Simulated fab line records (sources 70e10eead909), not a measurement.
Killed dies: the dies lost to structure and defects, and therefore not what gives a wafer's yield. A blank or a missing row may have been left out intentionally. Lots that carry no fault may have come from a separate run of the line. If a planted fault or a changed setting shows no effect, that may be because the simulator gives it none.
Matching of chambers || flow nandHarc || pecvd-01 running NHARC_A_SLIT_DEP_25: 3 sister chambers
The step deposits SiO2, target thk 200 nm. 22 wafers are shown with their chamber, then 11 later ones without.

EACH WAFER AND ITS CHAMBER
{"wafer": "L077.1", "chamber": 0, "throttleValvePct (%)": 16.7, "heaterPowerOuterW (W)": 313, "heaterPowerW (W)": 521}
{"wafer": "L077.3", "chamber": 1, "throttleValvePct (%)": 15.7, "heaterPowerOuterW (W)": 263, "heaterPowerW (W)": 522}
{"wafer": "L077.5", "chamber": 1, "throttleValvePct (%)": 15.7, "heaterPowerOuterW (W)": 165, "heaterPowerW (W)": 383}
{"wafer": "L080.2", "chamber": 1, "throttleValvePct (%)": 15.7, "heaterPowerOuterW (W)": 258, "heaterPowerW (W)": 505}
{"wafer": "L080.5", "chamber": 2, "throttleValvePct (%)": 16.4, "heaterPowerOuterW (W)": 280, "heaterPowerW (W)": 493}
{"wafer": "L080.6", "chamber": 1, "throttleValvePct (%)": 15.8, "heaterPowerOuterW (W)": 161, "heaterPowerW (W)": 381}
{"wafer": "L078.2", "chamber": 1, "throttleValvePct (%)": 15.6, "heaterPowerOuterW (W)": 257, "heaterPowerW (W)": 504}
{"wafer": "L078.5", "chamber": 1, "throttleValvePct (%)": 15.8, "heaterPowerOuterW (W)": 262, "heaterPowerW (W)": 517}
{"wafer": "L078.6", "chamber": 0, "throttleValvePct (%)": 16.8, "heaterPowerOuterW (W)": 253, "heaterPowerW (W)": 453}
{"wafer": "L082.1", "chamber": 1, "throttleValvePct (%)": 15.6, "heaterPowerOuterW (W)": 164, "heaterPowerW (W)": 387}
{"wafer": "L082.2", "chamber": 0, "throttleValvePct (%)": 16.5, "heaterPowerOuterW (W)": 302, "heaterPowerW (W)": 502}
{"wafer": "L082.6", "chamber": 1, "throttleValvePct (%)": 15.7, "heaterPowerOuterW (W)": 175, "heaterPowerW (W)": 396}
{"wafer": "L084.1", "chamber": 1, "throttleValvePct (%)": 16.1, "heaterPowerOuterW (W)": 236, "heaterPowerW (W)": 485}
{"wafer": "L084.5", "chamber": 2, "throttleValvePct (%)": 16.5, "heaterPowerOuterW (W)": 270, "heaterPowerW (W)": 476}
{"wafer": "L084.6", "chamber": 1, "throttleValvePct (%)": 15.9, "heaterPowerOuterW (W)": 244, "heaterPowerW (W)": 499}
{"wafer": "L086.3", "chamber": 0, "throttleValvePct (%)": 16.6, "heaterPowerOuterW (W)": 262, "heaterPowerW (W)": 448}
{"wafer": "L086.4", "chamber": 1, "throttleValvePct (%)": 16.0, "heaterPowerOuterW (W)": 197, "heaterPowerW (W)": 429}
{"wafer": "L086.6", "chamber": 0, "throttleValvePct (%)": 16.8, "heaterPowerOuterW (W)": 268, "heaterPowerW (W)": 456}
{"wafer": "L090.1", "chamber": 2, "throttleValvePct (%)": 16.1, "heaterPowerOuterW (W)": 310, "heaterPowerW (W)": 556}
{"wafer": "L090.3", "chamber": 0, "throttleValvePct (%)": 16.8, "heaterPowerOuterW (W)": 290, "heaterPowerW (W)": 504}
{"wafer": "L090.4", "chamber": 1, "throttleValvePct (%)": 15.7, "heaterPowerOuterW (W)": 253, "heaterPowerW (W)": 487}
{"wafer": "L092.1", "chamber": 2, "throttleValvePct (%)": 16.2, "heaterPowerOuterW (W)": 259, "heaterPowerW (W)": 485}

SIGNATURES, as means of the wafers listed above
{"reading": "throttleValvePct", "chamber 0": 16.700, "chamber 1": 15.775, "chamber 2": 16.300, "scatter within a chamber": 0.153}
{"reading": "heaterPowerOuterW", "chamber 0": 281.33, "chamber 1": 219.58, "chamber 2": 279.75, "scatter within a chamber": 36.2}
{"reading": "heaterPowerW", "chamber 0": 480.67, "chamber 1": 457.92, "chamber 2": 502.50, "scatter within a chamber": 48.9}
Rule: for each reading, subtract the chamber's mean from the wafer's reading, divide by that reading's scatter and square the result; add these up over the readings and take the root, which gives the wafer's distance from the chamber. If the next closest chamber is less than 2 further off than the closest, the wafer can't be placed; otherwise it belongs to the closest. The scatter: the root of (the sum of the squares of (reading less its chamber's mean) over the shown wafers, divided by (wafers less chambers)).

WAFERS MISSING THEIR CHAMBER
{"wafer": "L092.2", "throttleValvePct (%)": 15.8, "heaterPowerOuterW (W)": 212, "heaterPowerW (W)": 448}
{"wafer": "L092.5", "throttleValvePct (%)": 15.9, "heaterPowerOuterW (W)": 224, "heaterPowerW (W)": 447}
{"wafer": "L094.1", "throttleValvePct (%)": 16.0, "heaterPowerOuterW (W)": 289, "heaterPowerW (W)": 503}
{"wafer": "L094.3", "throttleValvePct (%)": 15.9, "heaterPowerOuterW (W)": 244, "heaterPowerW (W)": 505}
{"wafer": "L094.5", "throttleValvePct (%)": 16.7, "heaterPowerOuterW (W)": 309, "heaterPowerW (W)": 539}
{"wafer": "L095.2", "throttleValvePct (%)": 16.2, "heaterPowerOuterW (W)": 273, "heaterPowerW (W)": 493}
{"wafer": "L095.4", "throttleValvePct (%)": 15.6, "heaterPowerOuterW (W)": 252, "heaterPowerW (W)": 492}
{"wafer": "L095.6", "throttleValvePct (%)": 16.3, "heaterPowerOuterW (W)": 274, "heaterPowerW (W)": 497}
{"wafer": "L093.2", "throttleValvePct (%)": 15.9, "heaterPowerOuterW (W)": 179, "heaterPowerW (W)": 405}
{"wafer": "L093.4", "throttleValvePct (%)": 16.0, "heaterPowerOuterW (W)": 233, "heaterPowerW (W)": 444}
{"wafer": "L093.5", "throttleValvePct (%)": 16.9, "heaterPowerOuterW (W)": 245, "heaterPowerW (W)": 447}

EACH ONE'S CHAMBER
{"wafer": "L092.2", "from the rows above": 1, "in truth": 1}
{"wafer": "L092.5", "from the rows above": 1, "in truth": 1}
{"wafer": "L094.1", "from the rows above": "can't be placed: 2 or 1", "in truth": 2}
{"wafer": "L094.3", "from the rows above": "can't be placed: 1 or 2", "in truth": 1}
{"wafer": "L094.5", "from the rows above": "can't be placed: 0 or 2", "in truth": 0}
{"wafer": "L095.2", "from the rows above": 2, "in truth": 2}
{"wafer": "L095.4", "from the rows above": 1, "in truth": 1}
{"wafer": "L095.6", "from the rows above": 2, "in truth": 2}
{"wafer": "L093.2", "from the rows above": 1, "in truth": 1}
{"wafer": "L093.4", "from the rows above": "can't be placed: 1 or 2", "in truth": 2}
{"wafer": "L093.5", "from the rows above": 0, "in truth": 0}
7 of 11 placed correctly. Unplaceable from these rows: 4, with the true chamber sitting among the candidates in 4. Placed wrongly: 0.
